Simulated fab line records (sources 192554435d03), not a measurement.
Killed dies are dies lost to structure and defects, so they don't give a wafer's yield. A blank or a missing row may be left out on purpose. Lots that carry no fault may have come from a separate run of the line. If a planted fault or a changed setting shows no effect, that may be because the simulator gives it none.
Struck lot and sound lot, side by side | flow n5_finfet | 39 steps out of a route of 1938
Sound: the wafers L358.1, L358.5, L358.6. Struck: wafer L365.6. (L365.2 of the same lot was not struck and is left out.) The cause comes at the end.
Per side, at each step with rows, come the tool, then ch with its chambers, and then its first start. Under that, the readings that differ: sound wafers | struck wafers | difference of the means | sigmas: that difference in standard deviations of wafers without a fault.
alike: words and numbers the same on both sides, and readings whose means are apart by under 2 such deviations; not compared: readings that were withheld, readings missing a value for some wafer, numbers with overlapping values and no deviation given by the record, and bounds like >300 which may hide the same value.
The two part at a step that has a row with sigmas, a row that says differs or no value, or rows on one side only. Numbers that don't overlap but have no deviation are shown without sigmas and don't part them. A reading that every wafer of one side lacks parts them only if that side has two wafers or more.

first, 10 steps without rows for these wafers: N5_FIN_CUT_STRIP_22 (strips in N2/H2); N5_FIN_CUT_PRECLEAN_36 (cleans in O3/DIW, time 60 s); N5_FIN_CUT_SRD_32 (time 30 s); N5_FIN_CUT_UV_OZONE_34 (time 120 s); N5_STI_FIN_REVEAL_ALD_00 (deposits SiO2, target thk 1 nm, pulse time 1 s); N5_STI_FIN_REVEAL_ALD_14 (deposits Si3N4, target thk 3 nm); N5_STI_FIN_REVEAL_FCVD_FILL_01 (material SiO2 flowable, target thk 312 nm, time 512.2 s); N5_STI_FIN_REVEAL_DENSIFY_02 (time 1800 s); N5_STI_FIN_REVEAL_CMP_04 (polishes, stops on Si3N4, t overpolish 4 s, target thk 131.83 nm); N5_STI_FIN_REVEAL_DENSIFY_30.
N5_STI_FIN_REVEAL_ETCHBACK_08: etches SiO2 in C4F6/O2, target depth 30.5 nm, time 10.167 s.
  sound on rie_diel-03 ch 1,2,3, day 4 16:28; struck on rie_diel-03 ch 0, day 6 10:05
  alike: drypump_motor_current_A, mfc_ar_sccm, oes_product_au, rf_vpp_V, showerhead_plenum_p_Torr, throttle_valve_pct
  not compared: rf_hours_counter_h
then, 16 steps without rows for these wafers: N5_STI_FIN_REVEAL_STRIP_24 (strips in N2/H2, time 90 s); N5_STI_FIN_REVEAL_PRECLEAN_25 (cleans in SPM, time 90 s); N5_STI_FIN_REVEAL_PRECLEAN_26 (cleans in SC1, time 45 s); N5_STI_FIN_REVEAL_PRECLEAN_29 (cleans in DHF, time 30 s); N5_STI_FIN_REVEAL_SRD_12 (time 30 s); N5_STI_FIN_REVEAL_RECESS_09 (chemistry HF/NH3, target SiO2, afs cycles 11, target depth 42.5 nm, sublimation time 60 s); N5_STI_FIN_REVEAL_STRIP_16 (strips SiNx in H3PO4, target depth 23.8 nm); N5_STI_FIN_REVEAL_PRECLEAN_17 (cleans in NF3:NH3, afs cycles 1, time 20 s, sublimation time 60 s); N5_STI_FIN_REVEAL_ETCH_34 (etches Si in H2, material Si, target depth 0.97 nm); N5_STI_FIN_REVEAL_OXIDATION_31 (chemistry O2 PLASMA REMOTE, time 20 s); N5_STI_FIN_REVEAL_PRECLEAN_32 (cleans in NF3:NH3, afs cycles 1, time 20 s, sublimation time 60 s); N5_STI_FIN_REVEAL_STRIP_35 (strips Si3N4 in H3PO4, target depth 4 nm, time 39 s); N5_STI_FIN_REVEAL_SRD_21 (time 30 s); N5_STI_FIN_REVEAL_OXIDATION_33 (chemistry O2 PLASMA REMOTE, time 20 s); N5_STI_FIN_REVEAL_CLEAN_19 (cleans in O3/DIW, time 120 s); N5_STI_FIN_REVEAL_SRD_23 (time 30 s).
N5_STI_FIN_REVEAL_FIN_H_MEAS_10:
  sound on ocd-02, day 4 19:26; struck on ocd-02, day 6 13:02
  reading              | sound          | struck | difference | sigmas
  trench_depth_nm (nm) | 53.1 52.7 52.5 | 44.8   | -8.0       | -10
then, 9 steps without rows for these wafers: N5_STI_FIN_REVEAL_PRECLEAN_18 (cleans in SC2, time 45 s); N5_STI_FIN_REVEAL_SRD_28 (time 30 s); N5_DUMMY_GATE_PRECLEAN_00 (cleans in O3/DIW, time 60 s); N5_DUMMY_GATE_SRD_01 (time 30 s); N5_DUMMY_GATE_ALD_02 (deposits SiO2, target thk 2 nm, pulse time 1 s); N5_DUMMY_GATE_CVD_03 (deposits a-Si from SiH4, target thk 150 nm, time 8042 s); N5_DUMMY_GATE_PRECLEAN_46 (cleans in DIW, time 89.5 s); N5_DUMMY_GATE_SRD_47 (dry time 32 s); N5_DUMMY_GATE_CMP_04 (polishes a-Si).
-- a jump in the record: the struck wafers' starts before and after are 5 days apart (it breaks off in module DUMMY_GATE and resumes in module BEOL_M4, where the first step shown is number 1111 of the route) --
N5_BEOL_M4_RC_MEAS_101:
  sound on prober-02 ch 0, day 10 02:06; struck on prober-01 ch 0, day 11 22:40
  reading            | sound             | struck | difference | sigmas
  DIBL_N (mV/V)      | 36.0 36.2 35.4    | 77.4   | +41.5      | +23
  DIBL_P (mV/V)      | 35.9 35.7 35.4    | 52.2   | +16.5      | +8
  IOFF_N (nA/um)     | 0.134 0.143 0.123 | 7.696  | +7.563     | +99 or more
  IOFF_N_85C (nA/um) | 2.6 2.8 2.5       | 81.4   | +78.8      | +99 or more
  IOFF_N_LIN (nA/um) | 0.063 0.067 0.059 | 0.186  | +0.123     | +12
  IOFF_P (nA/um)     | 0.21 0.20 0.20    | 2.48   | +2.28      | +67
  IOFF_P_85C (nA/um) | 3.6 3.6 3.5       | 28.8   | +25.2      | +51
  IOFF_P_LIN (nA/um) | 0.105 0.106 0.102 | 0.174  | +0.070     | +5
  ION_N (uA/um)      | 676 680 659       | 602    | -70        | -6
  ION_P (uA/um)      | 468 466 465       | 405    | -61        | -7
  REXT_P (ohm.um)    | 102.0 101.5 102.7 | 109.2  | +7.1       | +3
  SS_N (mV/dec)      | 71.1 70.4 71.1    | 126.4  | +55.5      | +85
  SS_P (mV/dec)      | 72.8 73.2 73.1    | 98.6   | +25.6      | +38
  alike: REXT_N, VT_N, VT_P
-- a jump in the record: the struck wafers' starts before and after are 5 days apart (it breaks off in module BEOL_M4 and resumes in module PASSIVATION, where the first step shown is number 1936 of the route) --
N5_PASSIVATION_PROBE_49:
  sound on prober-01, day 14 10:01; struck on prober-02, day 16 16:32
  reading                | sound          | struck | difference | sigmas
  killed_at_M4_up        | 8 14 15        | 30     | +18        | +3
  killed_open            | 49 60 75       | 95     | +34        | +3
  sort_bin_4_leakage (%) | 0 0 0          | 88.98  | +88.98     |
  sort_bin_6_memory (%)  | 2.6 4.2 2.8    | 5.0    | +1.8       | +3
  sort_n_pass            | 1090 1066 1070 | 0      | -1075      | -57
  sort_yield_pct (%)     | 92.4 90.3 90.7 | 0      | -91        | -57
  alike: defect_limited_yield, killed_at_M0_to_M3, killed_at_contacts, killed_at_front_end, killed_at_other, killed_dies, killed_short, sort_bin_5_function

## WHERE THEY PART
Last at N5_PASSIVATION_PROBE_49 as far as this record goes, first at N5_STI_FIN_REVEAL_FIN_H_MEAS_10.

WHY: what had been put in by the simulator
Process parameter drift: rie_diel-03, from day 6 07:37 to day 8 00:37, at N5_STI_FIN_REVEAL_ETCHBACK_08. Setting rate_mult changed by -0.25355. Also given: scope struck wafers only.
